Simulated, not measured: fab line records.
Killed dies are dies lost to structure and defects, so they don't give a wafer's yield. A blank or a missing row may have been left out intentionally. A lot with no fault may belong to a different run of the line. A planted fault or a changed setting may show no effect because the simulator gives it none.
Split-lot study ; flow n5_finfet ; 7 lots, 21 wafers read, on a route of 1938 steps

THE SPLIT ITSELF
At N5_BEOL_M10_ETCH_62 (etches SOC in N2/H2, target depth 110 nm, overetch 22 nm, time 165 s), the setting time_s was moved away from the recipe's 165 s on 4 of the 21 wafers read, by -21.8% to -12.9%. This setting was run at the recipe's value on the other wafers.

The split's own step is where the reading is taken.

THE READING
SiARC_of_BEOL_M10_COAT_60.thk_nm (the simulator's own value, which no gauge read), in nm, at N5_BEOL_M10_ETCH_62 (etches SOC in N2/H2, target depth 110 nm, overetch 22 nm, time 165 s). The file does not state a usual value for it. Here, 17 wafers ran the recipe; their average is 23.5 nm with a standard deviation of 0.25 nm.

wafer;tool, chamber at the split;time_s as run, s;against the recipe;SiARC_of_BEOL_M10_COAT_60.thk_nm, nm;against lot-mates on the recipe
L075.1;rie_diel-01, 3;136.2;-17.5%;24.6;+1.4
L075.5;rie_diel-01, 0;165;recipe;23.2;-
L075.6;rie_diel-01, 1;136.2;-17.5%;24.4;+1.2
L080.1;rie_diel-01, 2;165;recipe;23.8;-
L080.3;rie_diel-01, 0;129;-21.8%;24.8;+1.2
L080.4;rie_diel-01, 1;165;recipe;23.4;-
L083.2;rie_diel-06, 1;165;recipe;23;-
L083.3;rie_diel-06, 0;165;recipe;23.4;-
L083.5;rie_diel-06, 2;143.7;-12.9%;24;+0.8
L081.1;rie_diel-06, 3;165;recipe;24;-
L081.5;rie_diel-06, 1;165;recipe;23.2;-
L081.6;rie_diel-06, 0;165;recipe;23.6;-
L085.1;rie_diel-01, 1,3,1;165;recipe;23.6;-
L085.3;rie_diel-01, 1,3,1;165;recipe;23.6;-
L085.6;rie_diel-01, 1,3,1;165;recipe;23.6;-
L088.1;rie_diel-01, 1,3;165;recipe;23.6;-
L088.2;rie_diel-01, 1,3;165;recipe;23.6;-
L088.3;rie_diel-01, 2;165;recipe;23.8;-
L097.1;rie_diel-01, 0;165;recipe;23.6;-
L097.5;rie_diel-01, 1;165;recipe;23.4;-
L097.6;rie_diel-01, 2;165;recipe;23.8;-
The file does not say which wafer passed through which chamber wherever a row lists several chambers: such a row stands for several wafers.

THE FIT
A straight line over all 21 wafers: SiARC_of_BEOL_M10_COAT_60.thk_nm changes by -0.0537 nm for each +1% of time_s; r = -0.85; the points scatter about the line by 0.24 nm.
The same after taking each lot's own level away (the mean of its wafers on the recipe; 21 wafers): -0.0653 nm for each +1%; r = -0.93; scatter 0.19 nm.
On that fit, the largest move of time_s shifts the reading by 1.4 nm.
Across the lots, their own levels run from 23.20 to 23.67 nm, a range of 1.9 times the standard deviation given above.
So the lot-to-lot level changes the slope: the two fits differ.
Check: with one of the wafers moved furthest among these (-21.8%) left out of the fit, the line predicts +1.57 nm for it against its lot-mates. It came out at +1.2 nm against them.

THE OTHER SPLITS THESE WAFERS WENT THROUGH
Other splits were also applied to these wafers ahead of the reading. Each is held against what the fit with the lots' levels taken away leaves over:
other split on the same wafers;wafers away from the commonest value;r with SiARC_of_BEOL_M10_COAT_60.thk_nm (lot level and that fit taken away)
N5_BEOL_M7_TRENCH_ETCH_37 time_s;7;-0.22
N5_BEOL_M8_ETCH_66 bias_w;7;+0.09
N5_BEOL_M8_TRENCH_ETCH_37 time_s;5;+0.46

FILE'S OWN FIT
SiARC_of_BEOL_M10_COAT_60.thk_nm changes by -0.0625 nm for each +1% of time_s, r = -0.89.
